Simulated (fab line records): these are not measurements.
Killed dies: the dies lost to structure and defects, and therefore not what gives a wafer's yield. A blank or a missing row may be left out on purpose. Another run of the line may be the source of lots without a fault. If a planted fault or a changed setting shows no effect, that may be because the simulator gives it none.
A struck lot beside a sound one    flow n5-finfet    43 out of 1938 route steps
Sound: wafers L664.1, L664.2, L664.5. Struck: wafers L672.1, L672.2, L672.6. At the end, the cause is stated.
Order at every step that has rows: each side's tool, ch and its chambers, its first start. Under that, the readings that differ: sound wafers    struck wafers    difference of the means    sigmas: that difference in standard deviations of wafers without a fault.
alike: readings whose means differ by less than 2 such deviations, and words and numbers that are the same on both sides. not compared: withheld readings, readings that some wafer has no value for, bounds like >300 that may hide the same value, and numbers for which the record gives no deviation and whose values overlap.
A row with sigmas, a row that says differs or no value, or rows on one side alone: a step with any of these is where the two part. When numbers do not overlap yet have no deviation, they are printed without sigmas and do not part them. A reading missing from all wafers of one side parts the sides only when that side holds two or more wafers.

first, 3 steps without rows for these wafers: N5_BEOL_M4_ETCH_77 (etches underlayer in N2/H2, target depth 6.5 nm, time 5.2 s); N5_BEOL_M4_ETCH_69 (etches SiARC in CF4, target depth 15.6 nm, time 26 s); N5_BEOL_M4_ALD_98 (deposits SiO2, target thk 2.5 nm, pulse time 1 s, co reactant pulse time 1 s).
N5_BEOL_M4_ETCHBACK_99: etches SiO2 in CHF3, target depth 5 nm, time 10.4 s.
  sound on rie-diel-02 ch 1,3, day 10 09:57; struck on rie-diel-02 ch 2,3, day 12 22:14
  alike: drypump-motor-current-A, oes-product-au, rf-vpp-V, showerhead-plenum-p-Torr, throttle-valve-pct
  not compared: rf-hours-counter-h
N5_BEOL_M4_ETCH_70: etches SOC in N2/H2, target depth 80 nm, overetch 24 nm, time 130 s.
  sound on rie-diel-02 ch 1,3, day 10 09:59; struck on rie-diel-02 ch 2,3, day 12 22:16
  alike: drypump-motor-current-A, oes-product-au, rf-vpp-V, showerhead-plenum-p-Torr, throttle-valve-pct
  not compared: rf-hours-counter-h
then, 7 steps without rows for these wafers: N5_BEOL_M4_STRIP_71 (strips in N2/H2); N5_BEOL_M4_STRIP_78 (strips in N2/H2); N5_BEOL_M4_VIA_ETCH_34 (etches the open film in C4F6/O2, target depth 69.4 nm, time 65.9 s); N5_BEOL_M4_STRIP_83 (strips in C4F6/O2); N5_BEOL_M4_STRIP_36 (strips in N2/H2); N5_BEOL_M4_TRENCH_ETCH_37 (etches SiOC in C4F6/O2, target depth 55.555 nm, time 29.2 s); N5_BEOL_M4_ETCH_41 (etches SiCN in CH3F/O2, target depth 29.9 nm, time 52.5 s).
N5_BEOL_M4_STRIP_97: strips in N2/H2, time 10 s.
  sound on rie-diel-02 ch 1,3, day 10 10:16; struck on rie-diel-02 ch 2,3, day 12 22:33
  alike: drypump-motor-current-A, oes-product-au, rf-vpp-V, showerhead-plenum-p-Torr, throttle-valve-pct
  not compared: rf-hours-counter-h
N5_BEOL_M4_OCD_MEAS_38:
  sound on ocd-02, day 10 10:20; struck on ocd-01, day 12 22:38
  alike: trench-depth-nm
then, 4 steps without rows for these wafers: N5_BEOL_M4_HM_STRIP_39 (strips TiN in peroxide tin strip, target depth 25 nm, time 158 s); N5_BEOL_M4_SRD_40 (time 30 s); N5_BEOL_M4_PRECLEAN_42 (cleans in residue remover, time 60 s); N5_BEOL_M4_SRD_43 (time 30 s).
N5_BEOL_M4_CD_MEAS_35: target cd 18 nm, target cd y 22.4 nm.
  sound on cd-sem-03, day 10 10:30; struck on cd-sem-02, day 12 22:47
  alike: cd-nm
then, 6 steps without rows for these wafers: N5_BEOL_M4_DEGAS_44 (time 60 s); N5_BEOL_M4_PRE_CLEAN_45 (time 30 s); N5_BEOL_M4_ALD_84 (deposits TaN, pulse time 2 s, purge time 3 s, co reactant purge time 2 s); N5_BEOL_M4_SURFACE_TREAT_85; N5_BEOL_M4_CVD_47 (deposits Co from CCTBA/H2, target thk 3 nm, time 223.8 s); N5_BEOL_M4_SPUTTER_48 (material Cu, target thk 4.5 nm, time 8.29 s).
N5_BEOL_M4_ANNEAL_49: time 240 s.
  sound on pvd-sputter-01, day 10 13:08; struck on pvd-sputter-01, day 13 00:20
  alike: heater-power-w
then, 1 step without rows for these wafers: N5_BEOL_M4_SPUTTER_79 (material Cu, target thk 4.5 nm, time 8.29 s).
N5_BEOL_M4_ANNEAL_80: time 240 s.
  sound on pvd-sputter-01, day 10 13:22; struck on pvd-sputter-01, day 13 00:34
  alike: heater-power-w
then, 8 steps without rows for these wafers: N5_BEOL_M4_SPUTTER_81 (material Cu, target thk 4.5 nm, time 8.29 s); N5_BEOL_M4_ANNEAL_82 (time 240 s); N5_BEOL_M4_SPUTTER_86 (material Cu, target thk 4.5 nm, time 8.29 s); N5_BEOL_M4_ANNEAL_87 (time 240 s); N5_BEOL_M4_SPUTTER_88 (material Cu, target thk 4.5 nm, time 8.29 s); N5_BEOL_M4_ANNEAL_89 (time 240 s); N5_BEOL_M4_SPUTTER_90 (material Cu, target thk 4.5 nm, time 8.29 s); N5_BEOL_M4_ANNEAL_91 (time 240 s).
N5_BEOL_M4_SPUTTER_92: material Cu, target thk 4.5 nm, time 8.29 s.
  sound on pvd-sputter-01, day 10 14:23; struck on pvd-sputter-01, day 13 01:35
  alike: throttle-valve-pct
then, 5 steps without rows for these wafers: N5_BEOL_M4_ANNEAL_93 (time 240 s); N5_BEOL_M4_SPUTTER_94 (material Cu, target thk 4.5 nm, time 8.29 s); N5_BEOL_M4_ANNEAL_95 (time 240 s); N5_BEOL_M4_SPUTTER_96 (material Cu, target thk 4.5 nm, time 8.29 s); N5_BEOL_M4_ECD_50 (material Cu, target thk 300 nm).
-- the record jumps here: 4 days lie between the struck wafers' starts before and after (it left off in module BEOL_M4 and takes up again in module PASSIVATION, whose first step shown is number 1936 of the route) --
N5_PASSIVATION_PROBE_49:
  rows exist in the record for the struck wafers here (prober-02, day 17 05:38), but not for the sound ones

WHERE THEY PART
Only at N5_PASSIVATION_PROBE_49, within this record.

WHY: whatever the simulator had introduced
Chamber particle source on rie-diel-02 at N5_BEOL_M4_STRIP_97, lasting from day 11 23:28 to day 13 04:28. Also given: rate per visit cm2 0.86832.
